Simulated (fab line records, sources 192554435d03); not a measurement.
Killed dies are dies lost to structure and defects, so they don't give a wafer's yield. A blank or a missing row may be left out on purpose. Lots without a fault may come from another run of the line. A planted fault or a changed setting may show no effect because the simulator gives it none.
fab line records | flow n5_finfet
record lots=22 wafers=66 last_day=18
route steps=1938 shown ZERO_LAYER@13 WELL_APT@56 FIN_SAQP@101
lots that met no fault: from a run of the same line without faults
start_h: hours from the record's first day to the start of the lot's first wafer shown | wait_h: hours since the lot's step before | " the same as in the row above | L1.1+2: a row that stands for several wafers | - no value, or no start given | * or withheld: withheld | < > ~ a bound
route shown NAME@n: a module of which the file shows steps, and the number in the route of the first | usual: mean/standard deviation of fault-free wafers | same: alike in all rows | chamber/n: place in a boat | sites: the reading at each site | _std_site: their standard deviation | _edge_site: outer sites' mean less inner sites' | radius_mm: how far each site lies from the wafer's centre | mask NAME#n: copy n | behind: the tool/chamber that last shaped the wafer | hold: why the lot was held/for how many hours/how that ended | device: the transistor (n, p or np) that didn't switch | end of line: the same wafers' tests at the end of the route | a step without rows: its recipe alone | killed: dies lost to structure and defects at the first sort, not the wafer's yield | map: a wafer's dies, x killed, . not, _ none there
set.NAME: the setting as run; set.NAME@STEP: as run at that earlier step | model.NAME: the simulator's own value behind a step, which no gauge read
steps of the route over a sample of lots; a table a step, a row a wafer
services: from which hour (start_h, from the record's first day; less than 0 if before it) a tool's chamber was out of use, for how many hours, and why
## steps
# step N5_ZERO_LAYER_CD_MEAS_11
# recipe target_cd_nm=2000 landing_energy_ev=500 detector=se_inlens
# usual cd_nm=2000.2/1.5
# columns lot.wafer tool chamber start_h wait_h cd_nm
L074.2 cd_sem-03 0 12.77 - 1999.5
L074.3 " 0 " " 2000.2
L074.5 " 0 " " 1999.4
L075.3 cd_sem-01 0 18.64 - 1999.3
L075.5 " 0 " " 2000.9
L075.6 " 0 " " 2001.7
L076.2 cd_sem-01 0 24.83 - 2002.0
L076.4 " 0 " " 2002.9
L076.5 " 0 " " 2000.9
L077.2 cd_sem-01 0 30.64 - 2001.0
L077.4 " 0 " " 2001.2
L077.5 " 0 " " 2000.4
L078.1 cd_sem-01 0 36.65 - 2000.4
L078.3 " 0 " " 2003.3
L078.5 " 0 " " 2001.1
L079.3 cd_sem-02 0 42.77 - 2000.6
L079.4 " 0 " " 2002.5
L079.6 " 0 " " 2003.1
L080.1 cd_sem-03 0 48.65 - 2000.0
L080.3 " 0 " " 1997.8
L080.4 " 0 " " 1997.0
L081.1 cd_sem-02 0 54.64 - 1999.7
L081.2 " 0 " " 2000.9
L081.5 " 0 " " 1996.8
L082.1 cd_sem-01 0 60.66 - 2001.0
L082.3 " 0 " " 1999.4
L082.4 " 0 " " 2000.4
L083.1 cd_sem-01 0 67.48 - 2001.8
L083.3 " 0 " " 1998.9
L083.6 " 0 " " 2002.2
L084.1 cd_sem-02 0 72.77 - 1999.8
L084.3 " 0 " " 1999.6
L084.4 " 0 " " 2000.2
L085.3 cd_sem-03 0 78.77 - 1999.8
L085.4 " 0 " " 1999.4
L085.6 " 0 " " 1999.8
L086.1 cd_sem-03 0 84.66 - 2000.2
L086.2 " 0 " " 1999.6
L086.6 " 0 " " 1999.7
L087.3 cd_sem-03 0 90.98 - 2000.5
L087.5 " 0 " " 2003.5
L087.6 " 0 " " 2000.4
L089.3 cd_sem-01 0 102.77 - 2000.8
L089.5 " 0 " " 2000.5
L089.6 " 0 " " 1999.2
L090.1 cd_sem-01 0 108.77 - 1999.5
L090.2 " 0 " " 1998.4
L090.4 " 0 " " 1999.2
L091.1 cd_sem-02 0 114.64 - 1998.6
L091.2 " 0 " " 2000.2
L091.4 " 0 " " 2000.7
L092.1 cd_sem-01 0 120.64 - 2000.4
L092.2 " 0 " " 1998.9
L092.6 " 0 " " 2001.0
L093.1 cd_sem-01 0 126.77 - 1998.7
L093.3 " 0 " " 1998.7
L093.6 " 0 " " 2000.0
L094.1 cd_sem-02 0 132.77 - 1997.9
L094.3 " 0 " " 1998.9
L094.4 " 0 " " 1998.6
L095.1 cd_sem-03 0 138.78 - 1998.4
L095.2 " 0 " " 1999.2
L095.5 " 0 " " 1999.4
L096.1 cd_sem-01 0 144.79 - 2000.9
L096.5 " 0 " " 1999.1
L096.6 " 0 " " 2000.0
# step N5_WELL_APT_INSPECT_38
# recipe inspect_instrument=darkfield mode=post_epi
# usual raw_defect_count=12/4.8
# columns lot.wafer tool chamber start_h wait_h raw_defect_count
L074.2 defect_inspect-01 - 17.40 0.7 10
L074.3 " - " " 12
L074.5 " - " " 13
L075.3 defect_inspect-01 - 22.99 0.3 7
L075.5 " - " " 12
L075.6 " - " " 7
L076.2 defect_inspect-01 - 28.80 0.6 9
L076.4 " - " " 14
L076.5 " - " " 7
L077.2 defect_inspect-01 - 34.95 0.7 10
L077.4 " - " " 12
L077.5 " - " " 14
L078.1 defect_inspect-01 - 41.29 0.7 10
L078.3 " - " " 5
L078.5 " - " " 11
L079.3 defect_inspect-02 - 47.33 0.4 10
L079.4 " - " " 7
L079.6 " - " " 6
L080.1 defect_inspect-01 - 52.64 0.5 15
L080.3 " - " " 11
L080.4 " - " " 22
L081.1 defect_inspect-02 - 58.90 0.5 7
L081.2 " - " " 23
L081.5 " - " " 15
L082.1 defect_inspect-02 - 64.82 0.7 17
L082.3 " - " " 21
L082.4 " - " " 18
L083.1 defect_inspect-01 - 71.97 0.5 14
L083.3 " - " " 13
L083.6 " - " " 14
L084.1 defect_inspect-01 - 76.95 0.7 9
L084.3 " - " " 4
L084.4 " - " " 16
L085.3 defect_inspect-01 - 83.18 0.3 7
L085.4 " - " " 13
L085.6 " - " " 16
L086.1 defect_inspect-01 - 89.02 0.7 10
L086.2 " - " " 10
L086.6 " - " " 8
L087.3 defect_inspect-01 - 95.08 0.4 8
L087.5 " - " " 21
L087.6 " - " " 22
L089.3 defect_inspect-02 - 107.23 0.3 11
L089.5 " - " " 10
L089.6 " - " " 8
L090.1 defect_inspect-01 - 113.25 0.9 21
L090.2 " - " " 14
L090.4 " - " " 17
L091.1 defect_inspect-02 - 118.55 0.5 15
L091.2 " - " " 12
L091.4 " - " " 13
L092.1 defect_inspect-01 - 125.83 0.9 10
L092.2 " - " " 16
L092.6 " - " " 12
L093.1 defect_inspect-02 - 131.34 0.7 12
L093.3 " - " " 11
L093.6 " - " " 8
L094.1 defect_inspect-01 - 137.77 0.9 23
L094.3 " - " " 11
L094.4 " - " " 12
L095.1 defect_inspect-02 - 144.19 0.9 8
L095.2 " - " " 8
L095.5 " - " " 12
L096.1 defect_inspect-01 - 149.38 0.9 11
L096.5 " - " " 6
L096.6 " - " " 4
# step N5_FIN_SAQP_THK_MEAS_07
# usual thk_nm=60.0/0.75
# columns lot.wafer tool chamber start_h wait_h thk_nm
L074.2 film_metro-01 - 21.98 0.1 58.4
L074.3 " - " " 59.5
L074.5 " - " " 59.3
L075.3 film_metro-02 - 27.59 0.1 61.3
L075.5 " - " " 61.0
L075.6 " - " " 60.4
L076.2 film_metro-02 - 33.77 0.1 60.4
L076.4 " - " " 61.3
L076.5 " - " " 61.6
L077.2 film_metro-01 - 39.92 0.1 58.9
L077.4 " - " " 58.9
L077.5 " - " " 60.2
L078.1 film_metro-01 - 45.77 0.1 58.9
L078.3 " - " " 59.2
L078.5 " - " " 59.8
L079.3 film_metro-01 - 52.54 0.1 60.3
L079.4 " - " " 60.6
L079.6 " - " " 60.8
L080.1 film_metro-01 - 57.13 0.1 58.7
L080.3 " - " " 59.5
L080.4 " - " " 60.1
L081.1 film_metro-02 - 63.41 0.1 58.9
L081.2 " - " " 59.5
L081.5 " - " " 60.6
L082.1 film_metro-02 - 69.19 0.1 58.7
L082.3 " - " " 59.9
L082.4 " - " " 59.9
L083.1 film_metro-02 - 76.99 0.1 59.5
L083.3 " - " " 59.9
L083.6 " - " " 60.2
L084.1 film_metro-01 - 81.70 0.1 60.4
L084.3 " - " " 58.7
L084.4 " - " " 61.1
L085.3 film_metro-01 - 87.95 0.1 60.2
L085.4 " - " " 61.2
L085.6 " - " " 59.8
L086.1 film_metro-01 - 93.86 0.1 59.2
L086.2 " - " " 59.9
L086.6 " - " " 61.1
L087.3 film_metro-02 - 100.14 0.1 60.4
L087.5 " - " " 60.1
L087.6 " - " " 60.2
L089.3 film_metro-02 - 112.40 0.1 58.7
L089.5 " - " " 60.2
L089.6 " - " " 60.9
L090.1 film_metro-02 - 118.00 0.1 60.4
L090.2 " - " " 59.8
L090.4 " - " " 60.9
L091.1 film_metro-02 - 122.67 0.1 59.4
L091.2 " - " " 59.0
L091.4 " - " " 59.8
L092.1 film_metro-02 - 131.68 0.1 58.7
L092.2 " - " " 58.7
L092.6 " - " " 58.7
L093.1 film_metro-01 - 136.63 0.1 59.6
L093.3 " - " " 59.9
L093.6 " - " " 61.4
L094.1 film_metro-02 - 143.17 0.1 60.0
L094.3 " - " " 60.3
L094.4 " - " " 60.5
L095.1 film_metro-01 - 149.69 0.1 59.7
L095.2 " - " " 59.3
L095.5 " - " " 60.0
L096.1 film_metro-02 - 154.77 0.1 60.3
L096.5 " - " " 61.3
L096.6 " - " " 60.6
# step N5_FIN_SAQP_ETCH_51
# recipe chemistry=CF4 target=SiARC target_depth_a=455 mask_material=CAR-ArF time_s=75.8 ion_energy_ev=80 pressure_mtorr=40 source_w=545 bias_w=36 Ar_flow_sccm=100 cf4_flow_sccm=100 ends=cleared
# usual bias_w=36.00/0.1 chamber_pressure_mTorr=40.00/0.038 drypump_motor_current_A=5.7/0.35 etch_rf_on_time_s=75.4/1.2 oes_product_au=0.67/0.085 rf_vpp_V=184.0/1.1 showerhead_plenum_p_Torr=2.14/0.069 throttle_valve_pct=15.55/0.24
# columns lot.wafer tool chamber start_h wait_h bias_w chamber_pressure_mTorr drypump_motor_current_A etch_rf_on_time_s oes_product_au rf_hours_counter_h rf_vpp_V showerhead_plenum_p_Torr throttle_valve_pct
L074.2 rie_diel-02 0 22.74 0.0 36.03 39.99 5.9 74.1 0.66 115 185.6 2.23 15.30
L074.3 " 2 " " 36.12 39.93 5.6 76.5 0.60 239 184.0 2.11 15.68
L074.5 " 1 " " 35.97 39.98 5.8 76.5 0.60 - 183.3 2.12 15.71
L075.3 rie_diel-06 0 28.23 0.0 36.04 39.96 5.3 74.8 0.81 4 185.8 2.28 15.34
L075.5 " 0 " " 36.01 40.03 5.3 74.6 0.80 - 185.8 2.28 15.35
L075.6 " 1 " " 36.04 40.03 5.6 76.4 0.66 - 183.7 2.15 15.42
L076.2 rie_diel-01 3 35.54 0.0 36.02 40.06 6.4 76.5 0.61 223 183.0 2.12 15.71
L076.4 " 0 " " 35.92 39.98 5.2 74.8 0.59 - 184.8 2.12 15.83
L076.5 " 1 " " 35.93 40.07 5.5 75.8 0.63 - 185.2 2.14 15.98
L077.2 rie_diel-06 1 40.42 0.0 35.95 39.94 5.6 76.0 0.66 127 183.5 2.15 15.44
L077.4 " 3 " " 36.05 39.98 6.2 75.2 0.62 177 182.4 2.05 15.64
L077.5 " 2 " " 36.14 39.98 5.7 75.6 0.59 - 183.2 2.11 15.80
L078.1 rie_diel-01 2 46.26 0.0 36.04 40.01 5.8 74.5 0.85 2 183.0 2.11 15.07
L078.3 " 0 " " 35.86 40.06 5.2 74.3 0.58 224 183.8 2.12 15.85
L078.5 " 2 " " 36.08 40.01 5.7 74.9 0.85 - 183.7 2.11 15.06
L079.3 rie_diel-06 2 53.16 0.0 35.95 40.01 5.7 75.7 0.59 235 182.7 2.11 15.79
L079.4 " 0 " " 36.06 39.97 5.3 75.4 0.77 13 184.8 2.28 15.38
L079.6 " 2 " " 36.04 39.99 5.7 75.6 0.59 - 183.4 2.11 15.81
L080.1 rie_diel-06 1 57.81 0.0 36.14 39.94 5.6 75.5 0.66 133 183.5 2.14 15.44
L080.3 " 2 " " 36.16 40.05 5.7 75.0 0.59 238 184.0 2.11 15.81
L080.4 " 0 " " 35.83 39.97 5.3 73.9 0.77 15 185.5 2.28 15.38
L081.1 rie_diel-06 3 64.04 0.0 35.93 40.01 6.2 75.8 0.61 185 182.7 2.05 15.65
L081.2 " 1 " " 35.96 39.96 5.6 76.8 0.65 136 184.3 2.14 15.46
L081.5 " 3 " " 36.12 39.97 6.2 75.9 0.61 - 182.6 2.05 15.65
L082.1 rie_diel-02 3 70.11 0.0 35.98 40.04 5.2 74.2 0.67 144 183.2 2.23 15.43
L082.3 " 1 " " 36.03 40.01 5.9 76.9 0.58 236 184.2 2.11 15.74
L082.4 " 0 " " 36.07 39.95 5.9 74.0 0.64 - 184.5 2.23 15.33
L083.1 rie_diel-06 0 77.49 0.0 35.97 39.97 5.3 74.5 0.75 23 185.4 2.27 15.39
L083.3 " 1 " " 36.10 40.04 5.6 76.2 0.64 141 184.5 2.14 15.45
L083.6 " 3 " " 36.06 40.05 6.2 76.6 0.61 - 182.9 2.05 15.65
L084.1 rie_diel-01 0 82.32 0.0 35.94 40.07 5.1 75.3 0.58 238 185.1 2.11 15.86
L084.3 " 1 " " 36.00 39.92 5.5 76.3 0.61 188 183.9 2.13 16.01
L084.4 " 3 " " 36.10 40.05 6.4 76.8 0.60 239 185.5 2.11 15.76
L085.3 rie_diel-02 2 88.62 0.0 36.02 39.93 5.7 73.4 0.83 4 183.1 2.10 15.23
L085.4 " 0 " " 36.10 40.00 5.9 73.3 0.64 141 184.5 2.23 15.32
L085.6 " 3 " " 35.78 40.08 5.2 73.9 0.65 - 185.7 2.23 15.45
L086.1 rie_diel-02 2 95.24 0.0 35.91 40.02 5.7 73.9 0.83 6 184.1 2.10 15.23
L086.2 " 3 " " 35.84 39.98 5.2 74.3 0.65 154 183.9 2.22 15.46
L086.6 " 2 " " 35.82 39.97 5.7 73.7 0.83 - 183.4 2.10 15.24
L087.3 rie_diel-01 0 100.63 0.0 35.81 40.05 5.2 74.2 0.57 244 183.4 2.11 15.86
L087.5 " 2 " " 36.02 40.01 5.7 74.6 0.79 - 183.9 2.10 15.10
L087.6 " 1 " " 36.21 39.99 5.5 74.9 0.62 - 182.3 2.13 16.02
L089.3 rie_diel-02 0 113.84 0.0 36.03 39.97 5.9 74.1 0.63 151 185.1 2.22 15.34
L089.5 " 3 " " 36.29 40.01 5.2 74.3 0.64 - 185.2 2.22 15.48
L089.6 " 2 " " 35.92 40.01 5.7 73.6 0.80 - 184.2 2.10 15.26
L090.1 rie_diel-06 3 118.76 0.0 35.81 40.04 6.2 75.4 0.60 209 183.2 2.04 15.70
L090.2 " 0 " " 36.06 40.04 5.3 74.5 0.75 32 186.6 2.27 15.39
L090.4 " 3 " " 35.88 40.08 6.2 75.9 0.60 - 181.3 2.04 15.70
L091.1 rie_diel-06 0 123.29 0.0 35.90 39.96 5.3 75.4 0.73 35 185.2 2.27 15.41
L091.2 " 3 " " 35.99 40.01 6.2 76.8 0.61 211 182.4 2.04 15.70
L091.4 " 3 " " 35.92 40.04 6.2 76.7 0.60 - 182.1 2.04 15.71
L092.1 rie_diel-02 0 132.18 0.0 36.03 40.00 5.9 73.4 0.63 159 183.8 2.22 15.38
L092.2 " 3 " " 36.04 40.00 5.2 73.5 0.65 169 185.2 2.22 15.49
L092.6 " 1 " " 35.87 40.01 5.8 73.6 0.85 - 183.7 2.11 15.28
L093.1 rie_diel-06 1 137.25 0.0 36.15 40.03 5.6 77.5 0.63 165 185.3 2.13 15.52
L093.3 " 2 " " 35.80 40.02 5.7 75.3 0.83 3 181.8 2.10 15.36
L093.6 " 0 " " 36.02 39.97 5.3 75.9 0.73 - 184.6 2.27 15.43
L094.1 rie_diel-02 1 143.78 0.0 36.15 39.98 5.9 75.6 0.80 5 183.7 2.11 15.29
L094.3 " 3 " " 36.08 39.98 5.2 74.2 0.64 173 184.5 2.22 15.49
L094.4 " 2 " " 36.01 39.99 5.7 74.1 0.77 25 183.9 2.10 15.29
L095.1 rie_diel-06 3 150.19 0.0 35.83 40.03 6.1 77.5 0.59 220 183.8 2.04 15.71
L095.2 " 1 " " 36.07 40.02 5.6 76.3 0.63 169 183.8 2.13 15.52
L095.5 " 3 " " 35.81 40.03 6.1 76.1 0.60 - 184.4 2.04 15.73
L096.1 rie_diel-06 2 155.26 0.0 36.10 40.00 5.7 74.0 0.82 8 183.8 2.10 15.35
L096.5 " 3 " " 36.15 40.04 6.2 76.5 0.59 - 183.0 2.04 15.72
L096.6 " 0 " " 35.84 39.95 5.3 74.8 0.72 - 185.2 2.27 15.44
# step N5_FIN_SAQP_MANDREL_ETCH_22
# recipe target_depth_a=600 chemistry=HBr/Cl2 target=a-Si stop_on=SiNx bt_time_s=10 over_etch_frac=0.5 time_s=30 pressure_mtorr=10 icp_w=800 bias_w=75 HBr_flow_sccm=150 Cl2_flow_sccm=80 ends=end_point
# usual bias_w=74.96/0.22 chamber_pressure_mTorr=10.001/0.0093 drypump_motor_current_A=5.8/0.46 oes_product_au=0.765/0.017 throttle_valve_pct=35.39/0.24
# same over_etch_frac=0.5
# columns lot.wafer tool chamber start_h wait_h bias_w chamber_pressure_mTorr drypump_motor_current_A oes_product_au rf_hours_counter_h throttle_valve_pct
L074.2 rie_si-06 1 23.00 0.0 74.67 10.005 5.9 0.772 88 35.02
L074.3 " 0 " " 75.38 9.994 6.6 0.754 128 35.47
L074.5 " 2 " " 75.13 9.985 5.4 0.744 - 35.19
L075.3 rie_si-03 0 28.48 0.0 75.33 9.997 6.3 0.771 107 35.63
L075.5 " 2 " " 74.90 10.015 5.9 0.777 - 35.38
L075.6 " 3 " " 74.96 10.003 5.3 0.775 - 35.37
L076.2 rie_si-06 1 35.79 0.0 74.62 10.012 5.9 0.792 88 34.98
L076.4 " 2 " " 75.31 9.998 5.4 0.761 4 35.15
L076.5 " 2 " " 75.14 9.995 5.4 0.766 - 35.14
L077.2 rie_si-03 3 40.67 0.0 75.30 10.014 5.2 0.762 6 35.38
L077.4 " 1 " " 74.77 9.999 6.1 0.777 65 35.59
L077.5 " 1 " " 74.93 9.999 6.1 0.791 - 35.56
L078.1 rie_si-03 1 46.51 0.0 74.71 10.003 6.1 0.777 66 35.59
L078.3 " 0 " " 75.09 9.991 6.3 0.752 107 35.65
L078.5 " 1 " " 75.00 10.000 6.2 0.793 - 35.57
L079.3 rie_si-06 2 53.40 0.0 75.05 10.011 5.4 0.755 5 35.18
L079.4 " 0 " " 75.14 10.009 6.6 0.766 129 35.45
L079.6 " 2 " " 75.13 9.990 5.4 0.754 - 35.15
L080.1 rie_si-03 0 58.06 0.0 74.85 10.014 6.3 0.750 107 35.66
L080.3 " 1 " " 74.72 10.005 6.1 0.778 66 35.58
L080.4 " 2 " " 74.96 10.000 5.9 0.770 20 35.39
L081.1 rie_si-06 3 64.28 0.0 74.97 9.998 5.2 0.736 139 35.73
L081.2 " 2 " " 75.06 9.995 5.4 0.749 5 35.18
L081.5 " 0 " " 74.97 10.001 6.6 0.761 - 35.46
L082.1 rie_si-06 0 70.35 0.0 75.03 9.996 6.6 0.739 129 35.50
L082.3 " 2 " " 75.09 10.010 5.4 0.753 5 35.18
L082.4 " 3 " " 75.06 10.019 5.2 0.745 140 35.69
L083.1 rie_si-06 3 77.73 0.0 75.18 9.999 5.2 0.751 140 35.71
L083.3 " 0 " " 74.81 9.993 6.6 0.756 129 35.48
L083.6 " 1 " " 75.31 9.998 5.9 0.785 - 34.98
L084.1 rie_si-06 3 82.57 0.0 74.70 9.981 5.2 0.755 140 35.70
L084.3 " 1 " " 74.96 10.010 5.9 0.781 89 35.03
L084.4 " 0 " " 75.46 10.002 6.6 0.774 129 35.45
L085.3 rie_si-01 3 88.87 0.0 75.15 9.997 5.9 0.770 84 35.58
L085.4 " 1 " " 75.22 10.001 5.2 0.748 34 35.15
L085.6 " 0 " " 75.21 9.988 5.8 0.770 - 35.60
L086.1 rie_si-01 1 95.49 0.0 74.83 9.988 5.2 0.744 35 35.18
L086.2 " 3 " " 75.05 10.000 6.0 0.765 85 35.57
L086.6 " 3 " " 75.25 10.013 6.0 0.771 - 35.55
L087.3 rie_si-01 0 100.88 0.0 75.04 10.008 5.8 0.773 9 35.60
L087.5 " 2 " " 74.81 10.003 5.9 0.764 - 35.64
L087.6 " 1 " " 74.78 9.997 5.2 0.755 - 35.17
L089.3 rie_si-01 2 114.09 0.0 74.72 10.006 5.9 0.767 47 35.68
L089.5 " 1 " " 74.94 9.999 5.2 0.748 - 35.15
L089.6 " 2 " " 74.88 9.987 5.8 0.780 - 35.63
L090.1 rie_si-03 3 119.01 0.0 75.09 10.003 5.2 0.772 7 35.37
L090.2 " 2 " " 74.97 10.013 5.9 0.765 21 35.40
L090.4 " 3 " " 74.78 10.005 5.3 0.774 - 35.36
L091.1 rie_si-06 1 123.54 0.0 74.99 10.011 5.9 0.777 90 35.02
L091.2 " 0 " " 74.91 10.007 6.6 0.739 130 35.47
L091.4 " 2 " " 75.20 9.991 5.4 0.752 6 35.19
L092.1 rie_si-06 3 132.43 0.0 75.08 10.006 5.2 0.735 141 35.74
L092.2 " 1 " " 74.88 10.003 5.9 0.783 90 35.03
L092.6 " 0 " " 74.60 9.984 6.6 0.743 - 35.49
L093.1 rie_si-06 0 137.50 0.0 74.87 9.991 6.6 0.750 130 35.48
L093.3 " 3 " " 75.40 10.016 5.2 0.740 141 35.69
L093.6 " 1 " " 74.90 10.000 5.9 0.797 - 34.99
L094.1 rie_si-06 0 144.03 0.0 74.42 10.001 6.6 0.763 130 35.46
L094.3 " 1 " " 75.33 10.006 5.9 0.794 90 34.98
L094.4 " 2 " " 74.78 10.005 5.4 0.752 6 35.15
L095.1 rie_si-03 2 150.43 0.0 74.97 9.986 5.9 0.763 22 35.40
L095.2 " 1 " " 74.74 10.008 6.1 0.783 68 35.60
L095.5 " 3 " " 74.91 10.002 5.2 0.770 - 35.35
L096.1 rie_si-06 0 155.50 0.0 74.54 10.001 6.6 0.757 131 35.47
L096.5 " 3 " " 74.66 9.985 5.2 0.760 - 35.69
L096.6 " 0 " " 74.65 10.010 6.6 0.748 - 35.47
# step N5_FIN_SAQP_SPACER1_ETCHBACK_25
# recipe chemistry=CHF3/O2 mode=anisotropic_etchback target=SiO2 target_depth_a=244 time_s=12.2 pressure_mtorr=30 source_w=650 bias_w=170 Ar_flow_sccm=200 CHF3_flow_sccm=50 O2_flow_sccm=5 ion_energy_ev=200
# usual O2_flow_sccm=5.001/0.015 bias_w=170.0/0.48 chamber_pressure_mTorr=29.998/0.029 drypump_motor_current_A=5.7/0.37 oes_product_au=0.78/0.1 rf_vpp_V=525/3.6 showerhead_plenum_p_Torr=2.41/0.067 throttle_valve_pct=18.85/0.27
# columns lot.wafer tool chamber start_h wait_h O2_flow_sccm bias_w chamber_pressure_mTorr drypump_motor_current_A oes_product_au rf_hours_counter_h rf_vpp_V showerhead_plenum_p_Torr throttle_valve_pct
L074.2 rie_diel-01 0 24.53 0.4 4.986 170.2 30.004 5.2 0.70 214 524 2.39 19.10
L074.3 " 3 " " 4.992 170.3 29.976 6.4 0.72 217 527 2.40 18.99
L074.5 " 0 " " 4.982 169.7 30.018 5.1 0.69 - 525 2.39 19.11
L075.3 rie_diel-01 1 30.12 0.4 4.989 169.8 29.990 5.5 0.74 166 529 2.40 19.25
L075.5 " 1 " " 4.972 169.4 30.000 5.5 0.74 - 528 2.40 19.23
L075.6 " 3 " " 5.010 170.2 30.024 6.4 0.71 - 528 2.40 19.03
L076.2 rie_diel-01 0 37.62 0.6 4.993 169.8 30.028 5.2 0.68 221 526 2.38 19.10
L076.4 " 3 " " 4.984 169.4 29.971 6.4 0.71 - 528 2.39 19.03
L076.5 " 0 " " 5.010 169.0 29.995 5.2 0.69 - 523 2.38 19.11
L077.2 rie_diel-06 2 43.27 0.4 5.008 169.3 29.971 5.7 0.68 233 519 2.38 19.07
L077.4 " 3 " " 5.000 169.5 30.023 6.1 0.73 178 517 2.30 18.90
L077.5 " 2 " " 5.019 170.5 30.055 5.7 0.69 - 520 2.38 19.05
L078.1 rie_diel-01 3 48.39 0.5 5.002 170.6 29.939 6.4 0.71 227 527 2.39 19.03
L078.3 " 0 " " 5.000 169.1 29.974 5.2 0.68 224 524 2.38 19.11
L078.5 " 3 " " 5.004 170.3 29.978 6.4 0.71 - 527 2.39 19.00
L079.3 rie_diel-01 0 55.27 0.4 5.005 169.7 29.992 5.2 0.67 227 524 2.38 19.15
L079.4 " 3 " " 4.968 170.2 30.018 6.5 0.70 230 527 2.39 19.03
L079.6 " 1 " " 4.980 169.9 30.018 5.5 0.73 - 529 2.40 19.25
L080.1 rie_diel-02 1 59.85 0.4 5.025 170.0 29.952 5.8 0.69 232 521 2.38 18.95
L080.3 " 0 " " 5.019 169.3 29.973 5.9 0.76 130 531 2.51 18.57
L080.4 " 1 " " 5.000 169.6 30.026 5.9 0.69 - 521 2.38 18.95
L081.1 rie_diel-01 2 65.83 0.4 4.991 169.5 30.002 5.7 0.96 10 524 2.37 18.41
L081.2 " 1 " " 4.990 171.0 30.031 5.5 0.72 182 528 2.40 19.28
L081.5 " 2 " " 5.004 168.9 30.032 5.8 0.95 - 525 2.37 18.38
L082.1 rie_diel-02 0 72.06 0.4 5.006 169.3 29.945 5.9 0.75 136 530 2.51 18.59
L082.3 " 3 " " 5.004 170.3 29.994 5.2 0.76 146 524 2.52 18.77
L082.4 " 0 " " 5.006 168.7 29.991 5.9 0.75 - 531 2.51 18.58
L083.1 rie_diel-02 1 79.53 0.4 5.009 170.6 30.074 5.9 0.68 241 521 2.37 18.97
L083.3 " 2 " " 4.977 170.2 30.018 5.7 0.99 0 522 2.37 18.58
L083.6 " 1 " " 5.009 170.9 30.027 5.8 0.67 - 522 2.37 18.96
L084.1 rie_diel-02 0 84.50 0.4 5.001 170.4 30.001 5.8 0.75 140 530 2.51 18.61
L084.3 " 1 " " 5.027 170.4 29.982 5.9 0.68 243 521 2.37 18.99
L084.4 " 2 " " 4.992 170.2 29.968 5.6 0.98 2 523 2.37 18.57
L085.3 rie_diel-02 0 91.20 0.4 5.007 169.9 29.982 5.9 0.75 142 532 2.51 18.60
L085.4 " 1 " " 5.034 170.3 29.968 5.8 0.69 244 521 2.37 18.96
L085.6 " 3 " " 4.997 170.0 29.977 5.2 0.76 - 527 2.52 18.78
L086.1 rie_diel-02 1 97.30 0.4 5.009 170.7 30.028 5.8 0.69 246 520 2.37 18.98
L086.2 " 3 " " 5.017 169.6 30.037 5.2 0.77 154 527 2.52 18.79
L086.6 " 3 " " 5.002 169.4 30.000 5.2 0.77 - 525 2.52 18.79
L087.3 rie_diel-01 3 102.40 0.4 5.010 170.5 30.016 6.4 0.69 247 527 2.38 19.06
L087.5 " 3 " " 5.026 169.9 29.975 6.4 0.69 - 526 2.38 19.05
L087.6 " 2 " " 4.967 170.0 29.973 5.8 0.92 - 524 2.37 18.42
L089.3 rie_diel-02 2 115.67 0.4 5.010 170.1 30.010 5.7 0.93 14 523 2.37 18.60
L089.5 " 3 " " 5.003 169.9 30.022 5.2 0.75 - 526 2.51 18.79
L089.6 " 2 " " 4.995 169.9 30.002 5.7 0.94 - 522 2.37 18.60
L090.1 rie_diel-02 3 120.73 0.6 5.006 170.7 30.024 5.2 0.76 163 527 2.51 18.79
L090.2 " 2 " " 4.985 170.1 30.002 5.6 0.94 16 523 2.37 18.60
L090.4 " 3 " " 4.992 170.0 29.996 5.2 0.76 - 525 2.51 18.78
L091.1 rie_diel-06 0 125.06 0.4 5.035 170.5 30.003 5.3 0.87 36 523 2.56 18.80
L091.2 " 1 " " 5.008 169.8 30.021 5.6 0.74 161 523 2.40 18.74
L091.4 " 0 " " 4.994 170.1 30.005 5.3 0.87 - 523 2.56 18.78
L092.1 rie_diel-01 0 134.10 0.5 4.989 169.1 29.997 5.1 0.65 256 524 2.37 19.16
L092.2 " 1 " " 5.009 170.3 30.014 5.5 0.69 207 529 2.39 19.30
L092.6 " 1 " " 4.991 170.7 30.014 5.5 0.69 - 527 2.39 19.31
L093.1 rie_diel-01 1 139.06 0.4 4.990 170.1 30.014 5.5 0.70 209 528 2.39 19.32
L093.3 " 2 " " 4.991 170.3 29.985 5.7 0.89 36 523 2.36 18.44
L093.6 " 0 " " 4.987 169.7 30.030 5.2 0.64 - 523 2.37 19.16
L094.1 rie_diel-02 2 145.60 0.4 4.994 170.2 29.990 5.6 0.91 26 522 2.36 18.61
L094.3 " 0 " " 5.010 169.4 29.979 5.8 0.73 164 531 2.50 18.64
L094.4 " 3 " " 5.008 170.7 30.035 5.2 0.74 173 525 2.51 18.81
L095.1 rie_diel-06 0 151.95 0.4 5.002 170.4 30.020 5.3 0.84 44 524 2.56 18.79
L095.2 " 2 " " 4.999 170.8 29.999 5.7 0.95 7 517 2.37 18.71
L095.5 " 3 " " 5.013 170.6 30.019 6.2 0.69 - 517 2.29 18.95
L096.1 rie_diel-06 3 157.07 0.4 5.019 169.1 29.974 6.2 0.70 223 516 2.28 18.96
L096.5 " 0 " " 5.003 170.0 29.993 5.3 0.84 - 525 2.56 18.80
L096.6 " 1 " " 4.982 169.9 30.026 5.6 0.75 - 524 2.40 18.76
## services
# columns tool chamber start_h hours kind
rie_diel-01 1 0.01 3.2 repair
rie_si-01 3 5.10 1.7 repair
rie_diel-01 1 8.24 6.1 repair
rie_diel-01 2 19.66 - clean
rie_si-01 1 41.51 7.9 repair
rie_diel-02 2 53.04 - clean
rie_diel-02 2 53.04 - consumable_replace:focus_ring
rie_diel-02 2 53.04 25.3 scheduled_down
rie_diel-02 2 53.04 25.3 vent_cycle
rie_si-06 2 83.81 8.7 repair
rie_diel-02 1 106.75 - clean
rie_diel-02 1 106.75 - consumable_replace:focus_ring
rie_diel-02 1 106.75 23.7 scheduled_down
rie_diel-02 1 106.75 23.7 vent_cycle
rie_si-03 0 111.40 7.7 repair
rie_diel-06 2 112.37 4.9 repair
rie_diel-06 2 117.46 - clean
rie_diel-06 2 117.46 - consumable_replace:focus_ring
rie_diel-06 2 117.46 14.7 scheduled_down
rie_diel-06 2 117.46 14.7 vent_cycle
rie_diel-01 0 119.86 2.2 repair
rie_si-06 - 122.79 0.4 repair
rie_si-03 3 124.96 6.3 repair
rie_si-03 2 136.06 10.6 repair
## key
fault none
